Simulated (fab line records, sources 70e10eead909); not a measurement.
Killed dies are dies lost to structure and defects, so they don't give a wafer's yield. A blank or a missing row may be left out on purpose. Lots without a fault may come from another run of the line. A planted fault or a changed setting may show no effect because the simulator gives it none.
Which tool did it? | flow nand_harc | 6 lots, 16 wafers sampled, at 5 steps of a route of 1159

WHAT THE GAUGES READ, wafer by wafer
NHARC_END_SORT_01.
lot  | measured     | on        | killed_at_array
L261 | day 24 09:56 | prober-02 | 36

WHICH TOOL RAN EACH LOT (tool, then ch and the chambers of the sampled wafers, then the start)
lot  | NHARC_P_GATE_DEGAS_109      | NHARC_P_CONTACT_DEP_30         | NHARC_P_CONTACT_ETCH_35           | NHARC_P_CONTACT_CVD_23
L251 | pvd_sputter-01, day 5 19:17 | pecvd-02 ch 0,1,2, day 5 20:29 | rie_diel-06 ch 2,3, day 5 22:19   | cvd_w-01 ch 0,1, day 6 07:12
L253 | pvd_sputter-01, day 6 07:56 | pecvd-02 ch 1,2, day 6 08:58   | rie_diel-04 ch 0,1,2, day 6 10:48 | cvd_w-02 ch 0,1, day 6 18:13
L254 | pvd_sputter-01, day 6 10:39 | pecvd-04 ch 0,1,2, day 6 11:57 | rie_diel-02 ch 0,1, day 6 13:34   | cvd_w-01 ch 0,1, day 6 22:13
L257 | pvd_sputter-02, day 7 06:41 | pecvd-02 ch 0,2, day 7 07:55   | rie_diel-04 ch 0,2,3, day 7 09:34 | cvd_w-01 ch 0,1, day 7 12:43
L259 | pvd_sputter-02, day 7 18:07 | pecvd-03 ch 1,2, day 7 19:23   | rie_diel-04 ch 1,2, day 7 21:05   | cvd_w-01 ch 0,1, day 7 23:08
L261 | pvd_sputter-02, day 8 15:50 | pecvd-02 ch 2, day 8 16:59     | rie_diel-02 ch 2, day 8 18:43     | cvd_w-02 ch 0, day 8 21:23
- NHARC_P_GATE_DEGAS_109: time 60 s.
- NHARC_P_CONTACT_DEP_30: deposits SiNx, target thk 30 nm.
- NHARC_P_CONTACT_ETCH_35: etches the open film in CF4, target depth 39 nm, time 65 s.
- NHARC_P_CONTACT_CVD_23: deposits W, target thk 200 nm, time 557 s.

THE ANSWER, worked out from the rows above alone
Rule: what is usual is taken from the lots themselves. Put in order of their means at a reading, lots are off if they are a third of the lots or fewer, leave a main group of 4 or more, and stand apart from it by a gap of 3 or more times the standard deviation of the main group's means; of several such gaps the widest counts. A main group whose means are all the same, to the digits that the tables above print for the reading, isn't used. A lot without any number at a reading at which 4 lots or more have one is off too. The other lots that the step has rows for count as sound.
No lot is off at any reading shown: from this, nothing can be told.

WHAT THE SIMULATOR HAD PUT IN
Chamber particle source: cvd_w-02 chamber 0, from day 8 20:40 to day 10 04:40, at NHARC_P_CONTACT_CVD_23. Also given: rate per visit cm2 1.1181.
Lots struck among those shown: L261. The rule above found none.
